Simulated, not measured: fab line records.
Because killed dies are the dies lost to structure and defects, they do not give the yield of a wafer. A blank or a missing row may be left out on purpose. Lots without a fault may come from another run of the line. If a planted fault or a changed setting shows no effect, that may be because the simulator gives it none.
Split-lot trial | flow n5-finfet | 21 wafers read across 7 lots, on a route 1938 steps long

== SPLIT DETAILS ==
At N5_BEOL_M10_COAT_60 (time 60 s, resist thk 30 nm), the setting spin-rpm was moved away from the recipe's 1500 rpm on 8 of the 21 wafers read, by -10.5% to +10.2%. The other wafers ran this setting at the recipe's value.

== FROM THE SPLIT TO THE READING: what the file shows between them, 3 steps ==
- N5_BEOL_M10_COAT_05: resist thk 90 nm
- N5_BEOL_M10_EBR_07
- N5_BEOL_M10_DESCUM_16: chemistry O2, time 7.9 s

== THE READING ==
CAR-ArF_of_BEOL_M10_COAT_05.thk-nm (the simulator's own value, which no gauge read), in nm, at N5_BEOL_M10_ETCH_61 (etches SiARC in CF4, target depth 39 nm, time 65 s). There is no usual value for it anywhere in the file. Average 55.6 nm, standard deviation 0.28 nm, over the 13 wafers here run with the recipe.

wafer  | tool, chamber at the split | spin-rpm as run, rpm | against the recipe | CAR-ArF_of_BEOL_M10_COAT_05.thk-nm, nm | against lot-mates on the recipe
L084.3 | litho-track-02, 0          | 1500                 | recipe             | 55.6                                   | -
L084.4 | litho-track-02, 0          | 1342                 | -10.5%             | 53.4                                   | -1.9
L084.5 | litho-track-02, 0          | 1500                 | recipe             | 55                                     | -
L086.3 | litho-track-04, 0          | 1500                 | recipe             | 55.8                                   | -
L086.5 | litho-track-04, 0          | 1500                 | recipe             | 55.4                                   | -
L086.6 | litho-track-04, 0          | 1500                 | recipe             | 55.6                                   | -
L090.3 | litho-track-04, 0          | 1500                 | recipe             | 56                                     | -
L090.4 | litho-track-04, 0          | 1585                 | +5.7%              | 56.6                                   | +0.6
L090.6 | litho-track-04, 0          | 1585                 | +5.7%              | 56.6                                   | +0.6
L089.1 | litho-track-04, 0          | 1653                 | +10.2%             | 57                                     | +1.4
L089.2 | litho-track-04, 0          | 1500                 | recipe             | 55.6                                   | -
L089.6 | litho-track-04, 0          | 1500                 | recipe             | 55.6                                   | -
L091.3 | litho-track-04, 0          | 1623                 | +8.2%              | 56.4                                   | +0.8
L091.4 | litho-track-04, 0          | 1623                 | +8.2%              | 56.8                                   | +1.2
L091.6 | litho-track-04, 0          | 1500                 | recipe             | 55.6                                   | -
L094.1 | litho-track-03, 0          | 1500                 | recipe             | 55.8                                   | -
L094.2 | litho-track-03, 0          | 1500                 | recipe             | 55.8                                   | -
L094.5 | litho-track-03, 0          | 1500                 | recipe             | 55.4                                   | -
L097.1 | litho-track-02, 0          | 1500                 | recipe             | 55                                     | -
L097.2 | litho-track-02, 0          | 1385                 | -7.7%              | 54.2                                   | -0.8
L097.6 | litho-track-02, 0          | 1385                 | -7.7%              | 54.2                                   | -0.8

THE FIT
A straight line over all 21 wafers: CAR-ArF_of_BEOL_M10_COAT_05.thk-nm changes by +0.165 nm for each +1% of spin-rpm; r = +0.95; the points scatter about the line by 0.28 nm.
The same after taking each lot's own level away (the mean of its wafers on the recipe; 21 wafers): +0.132 nm for each +1%; r = +0.96; scatter 0.21 nm.
That fit puts the effect of the largest move of spin-rpm on the reading at 1.4 nm.
The lots' own levels span 55.00 to 56.00 nm, that is 3.5 times the standard deviation above.
In other words, the slope is changed by the lot-to-lot level; the two fits disagree.
Check: -1.22 nm against its lot-mates is what the line predicts for one of the wafers moved furthest among these (-10.5%) when that wafer is left out of the fit. It came out at -1.9 nm against them.

== ADDITIONAL SPLITS CARRIED BY THESE WAFERS ==
These wafers also went through other splits before the reading. Each is held against what the fit with the lots' levels taken away leaves over:
other split on the same wafers    | wafers away from the commonest value | r with CAR-ArF_of_BEOL_M10_COAT_05.thk-nm (lot level and that fit taken away)
N5_BEOL_M6_COAT_22 spin-rpm       | 7                                    | -0.26
N5_BEOL_M8_COAT_22 spin-rpm       | 7                                    | -0.21
N5_BEOL_M8_EXPOSE_25 dose-mj      | 9                                    | +0.18
N5_BEOL_M9_HM_DEP_02 target-thk-a | 8                                    | +0.33
N5_BEOL_M9_COAT_59 temp-c         | 9                                    | +0.40
N5_BEOL_M10_ILD_DEP_00 time-s     | 7                                    | +0.19

== THE WHOLE CHAIN: every reading that the file lists as answering this split, in the file's order ==
step                | what it does                                       | reading                                                                             | change (the file's fit)               | r (the file's)
N5_BEOL_M10_COAT_60 | time 60 s, resist thk 30 nm                        | SiARC_of_BEOL_M10_COAT_60.thk-nm (the simulator's own value, which no gauge read)   | -0.152 nm for each +1% of the setting | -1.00
N5_BEOL_M10_ETCH_61 | etches SiARC in CF4, target depth 39 nm, time 65 s | etch.depth-nm (the simulator's own value, which no gauge read)                      | -0.152 nm for each +1% of the setting | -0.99
N5_BEOL_M10_ETCH_61 | etches SiARC in CF4, target depth 39 nm, time 65 s | CAR-ArF_of_BEOL_M10_COAT_05.thk-nm (the simulator's own value, which no gauge read) | +0.139 nm for each +1% of the setting | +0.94

== FILE'S OWN FIT ==
CAR-ArF_of_BEOL_M10_COAT_05.thk-nm changes by +0.139 nm for each +1% of spin-rpm, r = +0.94.
